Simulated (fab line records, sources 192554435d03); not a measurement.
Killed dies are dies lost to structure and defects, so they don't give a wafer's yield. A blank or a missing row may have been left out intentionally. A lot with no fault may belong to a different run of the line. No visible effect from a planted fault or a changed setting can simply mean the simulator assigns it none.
Which tool was responsible?	flow n5-finfet	63 wafers from 21 lots sampled at 6 of the route's 1938 steps

WHAT THE GAUGES READ, wafer by wafer
N5_BEOL_M9_CD_MEAS_18: pitch 140 nm, target cd 70 nm.
lot	measured	on	cd-nm (nm)
L074	day 9 13:41	cd-sem-02	69.3 70.0 70.4
L077	day 10 09:00	cd-sem-02	70.3 71.8 70.5
L078	day 10 14:34	cd-sem-03	69.2 69.2 69.2
L079	day 11 03:22	cd-sem-01	69.7 69.1 69.4
L080	day 11 06:14	cd-sem-01	70.0 69.3 69.1
L081	day 11 10:30	cd-sem-01	70.1 69.5 70.1
L082	day 11 15:00	cd-sem-02	70.0 69.9 69.4
L083	day 11 15:59	cd-sem-01	70.1 70.0 69.6
L084	day 12 15:20	cd-sem-02	71.6 70.0 69.8
L086	day 12 18:11	cd-sem-01	69.5 68.8 69.5
L087	day 13 14:28	cd-sem-02	69.5 70.6 70.7
L088	day 13 15:19	cd-sem-02	69.8 70.1 70.0
L089	day 13 15:27	cd-sem-01	68.8 68.9 69.2
L090	day 14 00:44	cd-sem-02	69.4 71.1 71.4
L091	day 14 00:43	cd-sem-02	70.8 69.3 69.8
L092	day 14 04:33	cd-sem-02	68.9 68.5 69.1
L093	day 14 16:38	cd-sem-01	69.9 69.2 69.8
L094	day 14 20:38	cd-sem-02	69.8 68.7 69.4
L096	day 14 23:42	cd-sem-01	70.7 70.4 69.7
L095	day 15 05:58	cd-sem-01	70.1 69.4 70.8
L097	day 15 16:25	cd-sem-01	70.2 70.0 69.9

TOOL THAT RAN EACH LOT (tool first, then ch and the chambers of the sampled wafers, then the start)
lot	N5_BEOL_M8_ETCH_65	N5_BEOL_M8_CURE_75	N5_BEOL_M8_SPUTTER_48	N5_BEOL_M9_STRIP_67	N5_BEOL_M9_STRIP_19
L074	rie-diel-06 ch 0,1, day 9 08:16	uv-cure-03 ch 0, day 9 08:53	pvd-sputter-03, day 9 10:16	rie-diel-04 ch 1,2, day 9 13:28	rie-diel-01 ch 0,1,2, day 9 13:37
L077	rie-diel-02 ch 1,2,3, day 10 01:15	uv-cure-01 ch 0, day 10 01:50	pvd-sputter-02, day 10 04:39	rie-diel-01 ch 1,3, day 10 08:47	rie-diel-01 ch 1,2,3, day 10 08:56
L078	rie-diel-03 ch 1,2,3, day 10 08:48	uv-cure-03 ch 2, day 10 09:23	pvd-sputter-01, day 10 10:46	rie-diel-01 ch 2,3, day 10 14:20	rie-diel-05 ch 0,1, day 10 14:29
L079	rie-diel-06 ch 2,3, day 10 21:18	uv-cure-03 ch 0, day 10 22:05	pvd-sputter-02, day 11 00:26	rie-diel-04 ch 0,3, day 11 03:08	rie-diel-04 ch 0,2,3, day 11 03:18
L080	rie-diel-02 ch 0,1,2, day 10 23:49	uv-cure-02 ch 1, day 11 00:23	pvd-sputter-01, day 11 02:02	rie-diel-05 ch 1,2, day 11 06:00	rie-diel-05 ch 0,2,3, day 11 06:09
L081	rie-diel-02 ch 0,1,2, day 11 02:58	uv-cure-02 ch 2, day 11 03:38	pvd-sputter-02, day 11 05:48	rie-diel-01 ch 0,1, day 11 10:16	rie-diel-01 ch 1,2,3, day 11 10:26
L082	rie-diel-02 ch 0,2,3, day 11 08:58	uv-cure-02 ch 0, day 11 09:33	pvd-sputter-01, day 11 11:44	rie-diel-01 ch 0,1,3, day 11 14:47	rie-diel-01 ch 0,2,3, day 11 14:56
L083	rie-diel-03 ch 0,3, day 11 09:17	uv-cure-01 ch 1, day 11 10:02	pvd-sputter-01, day 11 11:49	rie-diel-05 ch 0,1,2, day 11 15:45	rie-diel-04 ch 1,2,3, day 11 15:55
L084	rie-diel-03 ch 1,2, day 12 07:26	uv-cure-03 ch 0, day 12 08:00	pvd-sputter-03, day 12 12:15	rie-diel-01 ch 0,1,3, day 12 15:07	rie-diel-01 ch 0,3, day 12 15:16
L086	rie-diel-02 ch 1,2,3, day 12 11:59	uv-cure-01 ch 0, day 12 12:43	pvd-sputter-02, day 12 14:01	rie-diel-01 ch 1,3, day 12 17:53	rie-diel-05 ch 0,1, day 12 18:07
L087	rie-diel-06 ch 0,1,3, day 13 06:55	uv-cure-02 ch 2, day 13 07:31	pvd-sputter-01, day 13 08:53	rie-diel-04 ch 1,2,3, day 13 14:15	rie-diel-01 ch 0,1,3, day 13 14:24
L088	rie-diel-06 ch 1,3, day 13 09:09	uv-cure-02 ch 0, day 13 09:43	pvd-sputter-02, day 13 11:12	rie-diel-04 ch 2,3, day 13 15:03	rie-diel-05 ch 1,2,3, day 13 15:14
L089	rie-diel-02 ch 0,1, day 13 09:26	uv-cure-03 ch 0, day 13 10:01	pvd-sputter-01, day 13 11:13	rie-diel-05 ch 1,2, day 13 15:13	rie-diel-04 ch 1,3, day 13 15:23
L090	rie-diel-02 ch 0,1,2, day 13 17:19	uv-cure-03 ch 0, day 13 17:53	pvd-sputter-03, day 13 19:32	rie-diel-05 ch 0,1,2, day 14 00:22	rie-diel-01 ch 1,3, day 14 00:40
L091	rie-diel-06 ch 1,2,3, day 13 17:28	uv-cure-02 ch 2, day 13 18:05	pvd-sputter-03, day 13 19:23	rie-diel-01 ch 0,1,2, day 14 00:19	rie-diel-05 ch 1,2,3, day 14 00:38
L092	rie-diel-06 ch 1,2,3, day 13 22:38	uv-cure-01 ch 2, day 13 23:26	pvd-sputter-03, day 14 00:50	rie-diel-01 ch 0,3, day 14 04:20	rie-diel-05 ch 1,2,3, day 14 04:29
L093	rie-diel-02 ch 0,2,3, day 14 10:07	uv-cure-03 ch 0, day 14 10:41	pvd-sputter-01, day 14 12:05	rie-diel-05 ch 1,2, day 14 16:23	rie-diel-04 ch 1,2,3, day 14 16:34
L094	rie-diel-06 ch 0,1,2, day 14 12:20	uv-cure-01 ch 1, day 14 13:01	pvd-sputter-01, day 14 15:09	rie-diel-04 ch 0,1,3, day 14 20:16	rie-diel-04 ch 0,3, day 14 20:34
L096	rie-diel-06 ch 1,2,3, day 14 18:14	uv-cure-02 ch 2, day 14 18:49	pvd-sputter-03, day 14 20:13	rie-diel-05 ch 2,3, day 14 23:29	rie-diel-01 ch 0,1,2, day 14 23:38
L095	rie-diel-02 ch 2,3, day 15 00:17	uv-cure-03 ch 0, day 15 00:58	pvd-sputter-03, day 15 02:14	rie-diel-05 ch 0,3, day 15 05:44	rie-diel-05 ch 0,2, day 15 05:53
L097	rie-diel-03 ch 1,3, day 15 07:52	uv-cure-02 ch 0, day 15 08:33	pvd-sputter-03, day 15 10:17	rie-diel-04 ch 0,2, day 15 16:09	rie-diel-05 ch 2,3, day 15 16:21
- N5_BEOL_M8_ETCH_65: etches SiARC in CF4, target depth 15.6 nm, time 26 s.
- N5_BEOL_M8_CURE_75: cures SiCOH lowk, time 120 s.
- N5_BEOL_M8_SPUTTER_48: material Cu, target thk 10 nm, time 1.667 s.
- N5_BEOL_M9_STRIP_67: strips in CF4.
- N5_BEOL_M9_STRIP_19: strips in O2.

AS READ BY THE TOOLS THEMSELVES (means over the sampled wafers that have a number; for cases with no such wafer, the mark the record gives instead)
N5_BEOL_M8_ETCH_65.
lot	tool	chamber-pressure-mTorr (mTorr)	drypump-motor-current-A (A)	etch-rf-on-time-s (s)	oes-product-au (a.u.)	rf-vpp-V (V)	showerhead-plenum-p-Torr (Torr)	throttle-valve-pct (%)
L074	rie-diel-06	40.00	5.6	26.1	0.60	184.1	2.14	15.70
L077	rie-diel-02	40.04	5.7	25.6	0.69	183.8	2.13	15.63
L078	rie-diel-03	40.03	6.0	25.5	0.64	184.0	2.17	15.79
L079	rie-diel-06	40.01	5.1	26.4	0.75	184.1	2.15	15.54
L080	rie-diel-02	40.04	5.7	25.4	0.70	183.4	2.10	15.60
L081	rie-diel-02	40.03	5.7	25.4	0.71	184.0	2.10	15.61
L082	rie-diel-02	39.97	5.3	25.5	0.72	183.5	2.11	15.56
L083	rie-diel-03	40.00	5.7	25.1	0.80	185.4	2.24	15.36
L084	rie-diel-03	40.00	6.0	25.2	0.76	183.9	2.15	15.74
L086	rie-diel-02	40.00	5.7	26.2	0.66	184.2	2.13	15.67
L087	rie-diel-06	39.99	5.4	26.4	0.63	184.5	2.13	15.79
L088	rie-diel-06	40.02	5.0	26.4	0.67	183.9	2.12	15.83
L089	rie-diel-02	39.99	5.5	25.4	0.71	183.4	2.10	15.60
L090	rie-diel-02	40.01	5.7	25.3	0.69	183.9	2.09	15.66
L091	rie-diel-06	40.02	5.2	26.3	0.68	184.7	2.18	15.66
L092	rie-diel-06	40.01	5.2	26.2	0.67	185.3	2.18	15.67
L093	rie-diel-02	39.98	5.3	25.8	0.69	182.8	2.10	15.61
L094	rie-diel-06	39.98	5.5	26.2	0.71	184.3	2.19	15.47
L096	rie-diel-06	40.03	5.2	26.4	0.67	184.6	2.18	15.68
L095	rie-diel-02	40.00	5.3	26.0	0.66	184.2	2.13	15.66
L097	rie-diel-03	39.97	6.2	25.0	0.74	184.3	2.12	15.72

N5_BEOL_M8_CURE_75.
lot	tool	lamp-power-pct (%)	wafer_temp_C_max
L074	uv-cure-03	52.28	371.7
L077	uv-cure-01	52.34	371.4
L078	uv-cure-03	52.27	372.4
L079	uv-cure-03	52.34	371.7
L080	uv-cure-02	52.28	371.7
L081	uv-cure-02	52.30	370.9
L082	uv-cure-02	52.33	371.8
L083	uv-cure-01	52.31	371.6
L084	uv-cure-03	52.29	371.9
L086	uv-cure-01	52.25	371.8
L087	uv-cure-02	52.37	370.9
L088	uv-cure-02	52.27	371.1
L089	uv-cure-03	52.29	371.8
L090	uv-cure-03	52.27	372.1
L091	uv-cure-02	52.33	371.1
L092	uv-cure-01	52.30	371.0
L093	uv-cure-03	52.33	372.1
L094	uv-cure-01	52.30	371.6
L096	uv-cure-02	52.36	371.2
L095	uv-cure-03	52.33	371.8
L097	uv-cure-02	52.31	371.4

N5_BEOL_M8_SPUTTER_48.
lot	tool	cathode-dc-power-W (W)	chuck-sensor-temp-C (C)	throttle-valve-pct (%)
L074	pvd-sputter-03	25999	-16.0	30.0
L077	pvd-sputter-02	26003	-16.0	29.1
L078	pvd-sputter-01	26002	-15.3	31.4
L079	pvd-sputter-02	26002	-15.8	29.7
L080	pvd-sputter-01	26001	-15.4	30.5
L081	pvd-sputter-02	26000	-16.1	29.3
L082	pvd-sputter-01	26000	-15.8	32.3
L083	pvd-sputter-01	25998	-15.3	30.6
L084	pvd-sputter-03	26001	-15.3	30.0
L086	pvd-sputter-02	25999	-15.7	30.2
L087	pvd-sputter-01	25999	-15.4	30.6
L088	pvd-sputter-02	26002	-15.6	29.8
L089	pvd-sputter-01	26006	-15.6	31.4
L090	pvd-sputter-03	25999	-15.6	29.9
L091	pvd-sputter-03	25998	-15.6	30.1
L092	pvd-sputter-03	26001	-15.9	29.4
L093	pvd-sputter-01	25996	-15.8	32.3
L094	pvd-sputter-01	25996	-15.6	31.4
L096	pvd-sputter-03	26001	-15.7	29.4
L095	pvd-sputter-03	25998	-15.6	30.0
L097	pvd-sputter-03	26000	-15.8	30.1

N5_BEOL_M9_STRIP_67.
lot	tool	bias-power-w (W)	chamber-pressure-mTorr (mTorr)	drypump-motor-current-A (A)	oes-product-au (a.u.)	rf-vpp-V (V)	showerhead-plenum-p-Torr (Torr)	throttle-valve-pct (%)
L074	rie-diel-04	74.83	49.99	5.9	0.74	271.4	1.80	13.40
L077	rie-diel-01	74.82	49.98	5.5	0.70	271.5	1.83	13.75
L078	rie-diel-01	74.82	50.02	5.5	0.69	272.5	1.85	13.80
L079	rie-diel-04	75.00	49.99	6.1	0.81	272.5	1.84	13.66
L080	rie-diel-05	75.08	50.06	5.6	0.80	269.5	1.72	13.56
L081	rie-diel-01	75.08	50.00	5.4	0.86	272.4	1.82	13.45
L082	rie-diel-01	75.24	50.02	5.5	0.77	271.8	1.82	13.61
L083	rie-diel-05	74.75	49.96	5.7	0.76	270.3	1.73	13.63
L084	rie-diel-01	74.90	49.97	5.5	0.77	271.0	1.82	13.62
L086	rie-diel-01	75.32	50.01	5.5	0.69	271.1	1.82	13.81
L087	rie-diel-04	75.00	50.00	5.9	0.75	271.2	1.77	13.46
L088	rie-diel-04	74.83	50.02	5.5	0.79	269.2	1.76	13.40
L089	rie-diel-05	75.09	49.99	5.7	0.78	270.0	1.72	13.62
L090	rie-diel-05	75.29	49.98	5.7	0.75	269.5	1.73	13.67
L091	rie-diel-01	75.17	50.03	5.5	0.85	271.7	1.82	13.49
L092	rie-diel-01	74.85	50.01	5.4	0.75	271.1	1.84	13.64
L093	rie-diel-05	75.14	49.98	5.6	0.79	271.0	1.77	13.46
L094	rie-diel-04	74.92	50.00	6.2	0.76	271.0	1.79	13.64
L096	rie-diel-05	75.10	50.02	5.6	0.78	270.6	1.79	13.44
L095	rie-diel-05	75.04	49.99	5.9	0.86	272.5	1.85	13.48
L097	rie-diel-04	75.05	50.04	5.9	0.73	270.7	1.82	13.59

N5_BEOL_M9_STRIP_19.
lot	tool	chamber-pressure-mTorr (mTorr)	drypump-motor-current-A (A)	oes-product-au (a.u.)	rf-vpp-V (V)	showerhead-plenum-p-Torr (Torr)	throttle-valve-pct (%)
L074	rie-diel-01	30.02	5.5	0.79	3.9	2.13	16.65
L077	rie-diel-01	30.01	5.5	0.69	3.3	2.13	16.82
L078	rie-diel-05	30.03	5.9	0.72	3.7	1.97	16.91
L079	rie-diel-04	30.03	5.9	0.80	3.2	2.10	16.51
L080	rie-diel-05	30.02	5.7	0.75	4.0	2.04	16.61
L081	rie-diel-01	30.01	5.5	0.68	3.7	2.13	16.83
L082	rie-diel-01	30.03	5.4	0.77	3.2	2.15	16.62
L083	rie-diel-04	30.03	5.8	0.76	3.9	2.07	16.48
L084	rie-diel-01	30.00	5.4	0.77	3.4	2.15	16.63
L086	rie-diel-05	30.01	5.9	0.71	3.3	1.97	16.94
L087	rie-diel-01	30.01	5.4	0.74	3.7	2.12	16.69
L088	rie-diel-05	30.01	5.6	0.77	3.6	2.02	16.67
L089	rie-diel-04	30.02	6.1	0.73	3.7	2.07	16.63
L090	rie-diel-01	30.00	5.5	0.68	3.5	2.13	16.86
L091	rie-diel-05	29.99	5.6	0.77	3.8	2.02	16.65
L092	rie-diel-05	30.03	5.6	0.76	3.8	2.02	16.67
L093	rie-diel-04	30.01	5.8	0.74	3.3	2.06	16.51
L094	rie-diel-04	30.00	6.2	0.79	3.7	2.13	16.75
L096	rie-diel-01	30.01	5.5	0.84	3.8	2.12	16.60
L095	rie-diel-05	29.97	5.7	0.85	3.3	2.16	16.39
L097	rie-diel-05	30.01	5.5	0.73	3.2	2.03	16.58

THE ANSWER, worked out from the rows above alone
Rule: usual is defined by the lots themselves. The widest of any qualifying gaps counts: lots, ordered by their means at a reading, are off when they make up no more than a third of the lots, leave a main group of 4 or more, and stand apart from it by 3 or more times the standard deviation of that group's means. The tables above print the reading to a certain number of digits; a main group whose means all agree to those digits is not used. Also off: a lot with no number at a reading for which 4 or more lots have one. The other lots that the step has rows for count as sound. First the gauges in route order, then the tools' own readings, where a lot's mean is used as printed above. The first step at which some lot is off is used, and at that step the reading that is off furthest; a lot without a number counts as furthest.
Nothing can be told from this: no lot is off at any reading shown.

WHAT THE SIMULATOR HAD INSERTED
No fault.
